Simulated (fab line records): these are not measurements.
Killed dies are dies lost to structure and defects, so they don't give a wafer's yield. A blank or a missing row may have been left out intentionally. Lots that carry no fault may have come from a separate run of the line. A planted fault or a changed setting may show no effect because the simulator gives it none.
What tool caused it? -- flow n5-finfet -- 23 lots, 69 wafers sampled, at 4 steps of a route of 1938

## WHAT THE GAUGES SHOWED, per wafer
N5_BEOL_M13_THK_MEAS_01.
lot,measured,on,M13_ILD_THK (nm)
L074,day 10 15:28,film-metro-02,836 841 848
L075,day 10 19:20,film-metro-02,826 837 845
L077,day 11 06:53,film-metro-02,839 845 861
L078,day 11 10:16,film-metro-02,830 848 838
L079,day 12 00:08,film-metro-02,847 850 842
L080,day 12 00:29,film-metro-02,833 848 838
L082,day 12 14:15,film-metro-01,838 859 846
L083,day 12 15:28,film-metro-01,828 834 830
L081,day 12 19:20,film-metro-01,825 845 848
L084,day 13 05:41,film-metro-02,812 828 824
L086,day 13 07:44,film-metro-02,829 844 853
L085,day 13 18:47,film-metro-02,843 847 857
L087,day 13 19:05,film-metro-01,849 850 847
L088,day 13 23:04,film-metro-01,829 859 838
L089,day 14 01:53,film-metro-02,816 835 834
L090,day 14 20:56,film-metro-02,842 850 832
L091,day 15 00:53,film-metro-01,833 836 860
L092,day 15 06:59,film-metro-02,818 837 850
L093,day 15 13:22,film-metro-01,821 835 836
L094,day 15 18:58,film-metro-01,852 859 857
L095,day 15 19:29,film-metro-02,826 836 827
L097,day 16 09:10,film-metro-02,823 839 858
L096,day 16 17:35,film-metro-01,839 827 815

N5_BEOL_M13_INSPECT_12: inspects for defects (macro).
lot,measured,on,raw-defect-count
L074,day 10 15:50,defect-inspect-01,2 3 1
L075,day 10 19:49,defect-inspect-02,3 5 1
L077,day 11 07:22,defect-inspect-01,3 3 3
L078,day 11 10:39,defect-inspect-02,2 5 0
L079,day 12 00:29,defect-inspect-02,2 2 3
L080,day 12 00:50,defect-inspect-01,1 1 1
L082,day 12 14:44,defect-inspect-01,2 2 2
L083,day 12 15:56,defect-inspect-01,0 2 3
L081,day 12 19:49,defect-inspect-02,2 2 3
L084,day 13 06:02,defect-inspect-02,3 1 4
L086,day 13 08:05,defect-inspect-02,1 4 3
L085,day 13 19:09,defect-inspect-02,3 3 3
L087,day 13 19:26,defect-inspect-01,0 2 0
L088,day 13 23:25,defect-inspect-02,2 2 3
L089,day 14 02:24,defect-inspect-02,1 0 1
L090,day 14 21:17,defect-inspect-02,2 2 5
L091,day 15 01:14,defect-inspect-02,5 2 3
L092,day 15 07:29,defect-inspect-02,2 2 2
L093,day 15 13:44,defect-inspect-02,3 1 5
L094,day 15 19:19,defect-inspect-02,3 1 2
L095,day 15 19:59,defect-inspect-02,1 1 1
L097,day 16 09:39,defect-inspect-01,6 1 5
L096,day 16 18:04,defect-inspect-01,0 1 3

## EACH LOT AND THE TOOL THAT RAN IT (in order: tool; ch and the chambers of the sampled wafers; start)
lot,N5_BEOL_M12_ETCH_59,N5_BEOL_M12_CMP_49
L074,"rie-diel-04 ch 0,1,3, day 10 09:50","cmp-01 ch 1,2,3, day 10 14:52"
L075,"rie-diel-01 ch 0,2, day 10 15:18","cmp-03 ch 2,3, day 10 18:40"
L077,"rie-diel-02 ch 0,3, day 11 03:03","cmp-01 ch 1,3, day 11 06:14"
L078,"rie-diel-04 ch 1,2, day 11 06:50","cmp-03 ch 0,3, day 11 09:38"
L079,"rie-diel-02 ch 0,1,3, day 11 13:01","cmp-04 ch 0,1,3, day 11 23:26"
L080,"rie-diel-02 ch 1,3, day 11 18:29","cmp-04 ch 0,3, day 11 23:51"
L082,"rie-diel-04 ch 0,1,3, day 12 07:34","cmp-03 ch 0,1,3, day 12 11:56"
L083,"rie-diel-02 ch 0,1, day 12 12:04","cmp-03 ch 0,1,3, day 12 14:52"
L081,"rie-diel-01 ch 1,2, day 12 14:40","cmp-03 ch 1,3, day 12 18:41"
L084,"rie-diel-01 ch 0,2, day 12 22:24","cmp-01 ch 0,2,3, day 13 05:03"
L086,"rie-diel-01 ch 1,2,3, day 12 23:16","cmp-04 ch 0,1,3, day 13 07:05"
L085,"rie-diel-04 ch 0,1, day 13 14:18","cmp-03 ch 0,2,3, day 13 18:12"
L087,"rie-diel-01 ch 1,2,3, day 13 15:13","cmp-03 ch 0,2,3, day 13 18:34"
L088,"rie-diel-04 ch 0,1, day 13 18:23","cmp-01 ch 1,2, day 13 22:28"
L089,"rie-diel-01 ch 1,2,3, day 13 21:04","cmp-01 ch 0,1,3, day 14 01:17"
L090,"rie-diel-01 ch 1,2,3, day 14 15:32","cmp-04 ch 0,1, day 14 20:20"
L091,"rie-diel-04 ch 1,2,3, day 14 21:18","cmp-03 ch 1,3, day 15 00:17"
L092,"rie-diel-02 ch 0,1,2, day 15 02:11","cmp-03 ch 0,1,3, day 15 06:20"
L093,"rie-diel-01 ch 0,2,3, day 15 06:58","cmp-01 ch 0,2,3, day 15 12:39"
L094,"rie-diel-02 ch 0,3, day 15 14:46","cmp-04 ch 0,1, day 15 18:22"
L095,"rie-diel-02 ch 0,1, day 15 15:36","cmp-04 ch 0,3, day 15 18:54"
L097,"rie-diel-04 ch 1,2, day 16 03:12","cmp-03 ch 1,2,3, day 16 08:37"
L096,"rie-diel-04 ch 0,1,3, day 16 07:08","cmp-04 ch 1,2,3, day 16 16:59"
- N5_BEOL_M12_ETCH_59: etches BARC in N2/H2, target depth 89 nm, overetch 26.7 nm, time 67.9 s.
- N5_BEOL_M12_CMP_49: polishes, stops on SiOC, t overpolish 20.6 s, target thk 320 nm.

## WHAT THE TOOLS THEMSELVES READ (means of the sampled wafers that have a number; where no wafer has one, the mark that the record gives instead)
N5_BEOL_M12_ETCH_59.
lot,tool,drypump-motor-current-A (A),oes-product-au (a.u.),rf-fwd-power-W (W),rf-vpp-V (V),showerhead-plenum-p-Torr (Torr),throttle-valve-pct (%)
L074,rie-diel-04,5.9,0.68,834,522.6,2.52,17.9
L075,rie-diel-01,6.1,0.66,833,521.2,2.46,18.0
L077,rie-diel-02,5.7,0.61,830,524.7,2.57,18.0
L078,rie-diel-04,5.8,0.78,836,524.4,2.56,17.8
L079,rie-diel-02,5.9,0.64,834,524.0,2.57,18.0
L080,rie-diel-02,6.0,0.66,836,525.1,2.58,17.9
L082,rie-diel-04,5.9,0.73,838,523.5,2.52,17.8
L083,rie-diel-02,6.2,0.66,834,524.0,2.56,18.0
L081,rie-diel-01,6.2,0.75,829,525.2,2.59,17.6
L084,rie-diel-01,6.1,0.65,833,521.8,2.45,18.0
L086,rie-diel-01,6.0,0.72,834,524.8,2.58,17.9
L085,rie-diel-04,6.1,0.70,834,522.8,2.54,17.6
L087,rie-diel-01,6.0,0.70,831,524.5,2.57,17.9
L088,rie-diel-04,6.1,0.70,837,523.5,2.54,17.6
L089,rie-diel-01,5.9,0.71,833,524.0,2.57,17.9
L090,rie-diel-01,6.0,0.69,832,524.4,2.57,17.9
L091,rie-diel-04,5.7,0.73,837,522.4,2.51,18.0
L092,rie-diel-02,6.1,0.64,834,523.5,2.54,18.0
L093,rie-diel-01,6.0,0.72,833,526.0,2.60,17.9
L094,rie-diel-02,5.7,0.72,834,525.2,2.56,17.8
L095,rie-diel-02,6.2,0.65,830,523.5,2.55,18.1
L097,rie-diel-04,6.2,0.68,835,522.6,2.50,17.9
L096,rie-diel-04,5.9,0.69,834,522.8,2.50,17.9

N5_BEOL_M12_CMP_49.
lot,tool,barrier-field-endpoint-s (s),motor-current-A (A),overpolish-run-s (s)
L074,cmp-01,31.2,5.2,20.599
L075,cmp-03,30.8,6.0,20.598
L077,cmp-01,30.5,5.2,20.592
L078,cmp-03,30.1,5.5,20.605
L079,cmp-04,30.2,5.8,20.599
L080,cmp-04,30.4,6.1,20.601
L082,cmp-03,30.8,5.9,20.597
L083,cmp-03,29.1,5.9,20.597
L081,cmp-03,31.2,5.7,20.605
L084,cmp-01,30.3,5.3,20.594
L086,cmp-04,30.0,5.9,20.592
L085,cmp-03,30.0,5.9,20.598
L087,cmp-03,28.7,6.0,20.604
L088,cmp-01,29.9,5.0,20.597
L089,cmp-01,30.2,5.3,20.598
L090,cmp-04,29.8,5.8,20.590
L091,cmp-03,29.4,5.7,20.587
L092,cmp-03,30.2,5.9,20.591
L093,cmp-01,29.4,5.5,20.607
L094,cmp-04,30.2,5.8,20.600
L095,cmp-04,30.4,6.0,20.602
L097,cmp-03,30.2,6.0,20.601
L096,cmp-04,30.2,5.7,20.590

## THE ANSWER, worked out from the rows above alone
Rule: what is usual is taken from the lots themselves. The widest of any qualifying gaps counts: lots, ordered by their means at a reading, are off when they make up no more than a third of the lots, leave a main group of 4 or more, and stand apart from it by 3 or more times the standard deviation of that group's means. The tables above print the reading to a certain number of digits; a main group whose means all agree to those digits is not used. Also off: a lot with no number at a reading for which 4 or more lots have one. The other lots that the step has rows for count as sound. The gauges are gone through in route order, then the tools' own readings, and for those a lot's mean is taken as printed above. The first step at which some lot is off is used, and at that step the reading that is off furthest; a lot without a number counts as furthest.
No lot is off at any reading shown: from this, nothing can be told.

## WHAT THE SIMULATOR HAD PUT IN
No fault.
